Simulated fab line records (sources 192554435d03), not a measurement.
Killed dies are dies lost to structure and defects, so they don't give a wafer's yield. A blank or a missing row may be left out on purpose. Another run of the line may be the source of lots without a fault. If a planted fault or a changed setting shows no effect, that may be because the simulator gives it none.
Chamber matching :: flow n5_finfet :: N5_BEOL_M7_ALD_77 on ald_metal-01 has 4 sister chambers
The step deposits TaN, target thk 2 nm, pulse time 2 s, purge time 3 s. 4 wafers are shown with their chamber, then 10 later ones without.

== WAFERS, EACH WITH ITS CHAMBER ==
wafer: L078.6
chamber: 0
heater_power_w (W): 427

wafer: L083.5
chamber: 2
heater_power_w (W): 417

wafer: L085.2
chamber: 3
heater_power_w (W): 374

wafer: L085.3
chamber: 1
heater_power_w (W): 362

== WAFERS WHOSE CHAMBER IS MISSING ==
wafer: L085.5
heater_power_w (W): 378

wafer: L089.4
heater_power_w (W): 430

wafer: L089.5
heater_power_w (W): 432

wafer: L089.6
heater_power_w (W): 365

wafer: L093.1
heater_power_w (W): 426

wafer: L093.4
heater_power_w (W): 420

wafer: L093.5
heater_power_w (W): 383

wafer: L095.1
heater_power_w (W): 423

wafer: L095.2
heater_power_w (W): 410

wafer: L095.4
heater_power_w (W): 376

== EACH ONE'S CHAMBER ==
wafer: L085.5
from the rows above: 3
in truth: 3

wafer: L089.4
from the rows above: 0
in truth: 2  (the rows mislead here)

wafer: L089.5
from the rows above: 0
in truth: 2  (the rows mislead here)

wafer: L089.6
from the rows above: can't be placed: 1 or 3
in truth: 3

wafer: L093.1
from the rows above: can't be placed: 0 or 2
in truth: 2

wafer: L093.4
from the rows above: can't be placed: 2 or 0
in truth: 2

wafer: L093.5
from the rows above: 3
in truth: 3

wafer: L095.1
from the rows above: can't be placed: 0 or 2
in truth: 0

wafer: L095.2
from the rows above: 2
in truth: 2

wafer: L095.4
from the rows above: 3
in truth: 3
Correctly placed: 4 of 10. These rows do not allow placing 4 (true chamber among the candidates in 4). 2 placed wrongly.
How it was worked out, from the rows above alone: a wafer's distance from a chamber is the root of the sum, over the readings, of the square of ((its reading less the chamber's mean) divided by the reading's scatter). The wafer belongs to the nearest chamber; if the next one is less than 2 further off, it can't be placed. A chamber's mean is the mean of its shown wafers. The scatter (one wafer shown for each chamber): square how far every hidden wafer sits from the nearest shown wafer, average those squares and take the square root.
